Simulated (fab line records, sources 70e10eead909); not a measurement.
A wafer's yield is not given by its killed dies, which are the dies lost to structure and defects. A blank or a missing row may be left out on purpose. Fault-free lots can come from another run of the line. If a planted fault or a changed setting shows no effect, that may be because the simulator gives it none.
A struck lot beside a sound one | flow nandHarc | 15 out of 1159 route steps
Sound: these wafers, L898.3, L898.4, L898.5. Struck: wafers L910.2, L910.6 (left out: L910.4, a lot-mate that was not struck); the cause follows at the end.
Order at every step that has rows: each side's tool, ch and its chambers, its first start. Under that, the readings that differ: sound wafers | struck wafers | difference of the means | sigmas: that difference in standard deviations of wafers without a fault.
alike: words and numbers the same on both sides, and readings whose means are apart by under 2 such deviations; not compared: readings that were withheld, readings missing a value for some wafer, numbers with overlapping values and no deviation given by the record, and bounds like >300 which may hide the same value.
The two part at a step that has a row with sigmas, a row that says differs or no value, or rows on one side only. When numbers do not overlap yet have no deviation, they are printed without sigmas and do not part them. Lack of a reading on every wafer of one side parts them only where that side has two or more wafers.

first, 8 steps without rows for these wafers: NHARC_A_CONTACT_COAT_61 (time 75 s); NHARC_A_CONTACT_COAT_62 (time 65 s); NHARC_A_CONTACT_COAT_63 (resist thk 90 nm); NHARC_A_CONTACT_SOFTBAKE_64 (time 55 s); NHARC_A_CONTACT_EBR_65; NHARC_A_CONTACT_EXPOSE_66 (exposes mask A CC 2); NHARC_A_CONTACT_PEB_67 (peb time 65 s); NHARC_A_CONTACT_DEVELOP_68 (develop time 35 s).
NHARC_A_CONTACT_CD_MEAS_69 targets a cd of 200 nm.
  sound on cdSem-03 ch 0, day 17 13:40; struck on cdSem-01 ch 0, day 20 10:33
  alike: cdNm
NHARC_A_CONTACT_OVL_MEAS_70:
  sound on overlay-01, day 17 13:45; struck on overlay-02, day 20 10:38
  alike: overlayXNm, overlayYNm
NHARC_A_CONTACT_INSPECT_71:
  sound on defectInspect-01, day 17 13:47; struck on defectInspect-01, day 20 10:41
  alike: rawDefectCount
NHARC_A_CONTACT_DESCUM_74: chemistry O2, time 3 s.
  sound on rieDiel-06 ch 0,2,3, day 17 13:52; struck on rieDiel-06 ch 2, day 20 10:44
  alike: drypumpMotorCurrentA, o2FlowSccm, oesProductAu, rfVppV, showerheadPlenumPTorr, throttleValvePct
  not compared: rfHoursCounterH
NHARC_A_CONTACT_ETCH_75: etches the open film in CF4, target depth 39 nm, time 65 s.
  sound on rieDiel-06 ch 0,1,3, day 17 13:57; struck on rieDiel-06 ch 2,3, day 20 10:49
reading        | sound          | struck    | difference | sigmas
runLengthS (s) | 85.9 87.1 86.1 | 70.6 71.2 | -15.5      | -29
  alike: cf4FlowSccm, drypumpMotorCurrentA, oesProductAu, rfVppV, showerheadPlenumPTorr, throttleValvePct
  not compared: rfHoursCounterH
NHARC_A_CONTACT_ETCH_76: etches the open film in N2/H2, target depth 260 nm, time 475.3 s.
  sound on rieDiel-06 ch 0,1,2; struck on rieDiel-06 ch 1,3
  alike: drypumpMotorCurrentA, oesProductAu, rfVppV, runLengthS, showerheadPlenumPTorr, throttleValvePct
  not compared: rfHoursCounterH
then, 1 step without rows for these wafers: NHARC_END_SORT_01.

== WHERE THEY PART ==
At NHARC_A_CONTACT_ETCH_75 and nowhere else, as far as this record goes. Later steps at which nothing parts them and some readings are alike: NHARC_A_CONTACT_ETCH_76.

WHY: whatever the simulator had introduced
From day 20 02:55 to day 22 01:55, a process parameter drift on rieDiel-06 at NHARC_A_CONTACT_ETCH_75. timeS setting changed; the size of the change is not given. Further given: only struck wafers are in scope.
